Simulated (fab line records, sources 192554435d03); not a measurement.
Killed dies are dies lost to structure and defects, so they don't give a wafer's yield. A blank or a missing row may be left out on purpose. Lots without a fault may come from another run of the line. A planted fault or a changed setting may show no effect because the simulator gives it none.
Split-lot experiment | flow n5_finfet | 7 lots, 21 wafers read, on a route of 1938 steps

THE SPLIT
At N5_BEOL_M5_COAT_22 (resist thk 30 nm), the setting spin_rpm was moved away from the recipe's 1500 rpm on 9 of the 21 wafers read, by -7.8% to +8.9%. The other wafers ran this setting at the recipe's value.

FROM THE SPLIT TO THE READING: what the file shows between them, 4 steps
- N5_BEOL_M5_EBR_24
- N5_BEOL_M5_SOFTBAKE_23: time 60 s
- N5_BEOL_M5_DESCUM_33: chemistry O2, time 7 s
- N5_BEOL_M5_ETCH_75: etches underlayer in N2/H2, target depth 6.5 nm, time 5.2 s

THE READING
CAR-EUV_of_BEOL_M5_COAT_22.thk_nm (the simulator's own value, which no gauge read), in nm, at N5_BEOL_M5_ETCH_67 (etches SiARC in CF4, target depth 15.6 nm, time 26 s). The file gives no usual value for it. The 12 wafers here that ran the recipe average 11.1 nm, standard deviation 0.19 nm.

wafer  | tool, chamber at the split | spin_rpm as run, rpm | against the recipe | CAR-EUV_of_BEOL_M5_COAT_22.thk_nm, nm | against lot-mates on the recipe
L076.1 | litho_track-05, 0          | 1500                 | recipe             | 11                                    | -
L076.3 | litho_track-05, 0          | 1581                 | +5.4%              | 9.8                                   | -1.2
L076.6 | litho_track-05, 0          | 1500                 | recipe             | 11                                    | -
L079.2 | litho_track-01, 0          | 1500                 | recipe             | 11.2                                  | -
L079.3 | litho_track-01, 0          | 1500                 | recipe             | 11.2                                  | -
L079.5 | litho_track-01, 0          | 1608                 | +7.2%              | 10                                    | -1.2
L080.2 | litho_track-04, 0          | 1500                 | recipe             | 11                                    | -
L080.4 | litho_track-04, 0          | 1396                 | -6.9%              | 12.2                                  | +1.2
L080.6 | litho_track-04, 0          | 1396                 | -6.9%              | 12.2                                  | +1.2
L084.3 | litho_track-05, 0          | 1500                 | recipe             | 11.6                                  | -
L084.4 | litho_track-05, 0          | 1383                 | -7.8%              | 12.8                                  | +1.4
L084.6 | litho_track-05, 0          | 1500                 | recipe             | 11.2                                  | -
L088.2 | litho_track-05, 0          | 1551                 | +3.4%              | 10.6                                  | -0.6
L088.4 | litho_track-05, 0          | 1500                 | recipe             | 11.2                                  | -
L088.6 | litho_track-05, 0          | 1551                 | +3.4%              | 10.6                                  | -0.6
L097.1 | litho_track-04, 0          | 1500                 | recipe             | 11                                    | -
L097.2 | litho_track-04, 0          | 1500                 | recipe             | 11.2                                  | -
L097.6 | litho_track-04, 0          | 1500                 | recipe             | 11                                    | -
L094.1 | litho_track-05, 0          | 1634                 | +8.9%              | 10                                    | -0.8
L094.3 | litho_track-05, 0          | 1500                 | recipe             | 10.8                                  | -
L094.5 | litho_track-05, 0          | 1634                 | +8.9%              | 9.6                                   | -1.2

THE FIT
A straight line over all 21 wafers: CAR-EUV_of_BEOL_M5_COAT_22.thk_nm changes by -0.168 nm for each +1% of spin_rpm; r = -0.96; the points scatter about the line by 0.22 nm.
The same after taking each lot's own level away (the mean of its wafers on the recipe; 21 wafers): -0.155 nm for each +1%; r = -0.97; scatter 0.19 nm.
On that fit, the largest move of spin_rpm shifts the reading by 1.4 nm.
The lots' own levels span 10.80 to 11.40 nm, that is 3.1 times the standard deviation above.
So the lot-to-lot level changes the slope little: the two slopes agree.
Check: with one of the wafers moved furthest among these (+8.9%) left out of the fit, the line predicts -1.5 nm for it against its lot-mates. It came out at -0.8 nm against them.

THE WHOLE CHAIN: every reading that the file lists as answering this split, in the file's order
step               | what it does                                                | reading                                                                            | change (the file's fit)               | r (the file's)
N5_BEOL_M5_COAT_22 | resist thk 30 nm                                            | CAR-EUV_of_BEOL_M5_COAT_22.thk_nm (the simulator's own value, which no gauge read) | -0.146 nm for each +1% of the setting | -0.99
N5_BEOL_M5_ETCH_75 | etches underlayer in N2/H2, target depth 6.5 nm, time 5.2 s | CAR-EUV_of_BEOL_M5_COAT_22.thk_nm (the simulator's own value, which no gauge read) | -0.145 nm for each +1% of the setting | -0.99
N5_BEOL_M5_ETCH_67 | etches SiARC in CF4, target depth 15.6 nm, time 26 s        | CAR-EUV_of_BEOL_M5_COAT_22.thk_nm (the simulator's own value, which no gauge read) | -0.161 nm for each +1% of the setting | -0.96

THE FILE'S OWN FIT
CAR-EUV_of_BEOL_M5_COAT_22.thk_nm changes by -0.161 nm for each +1% of spin_rpm, r = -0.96.
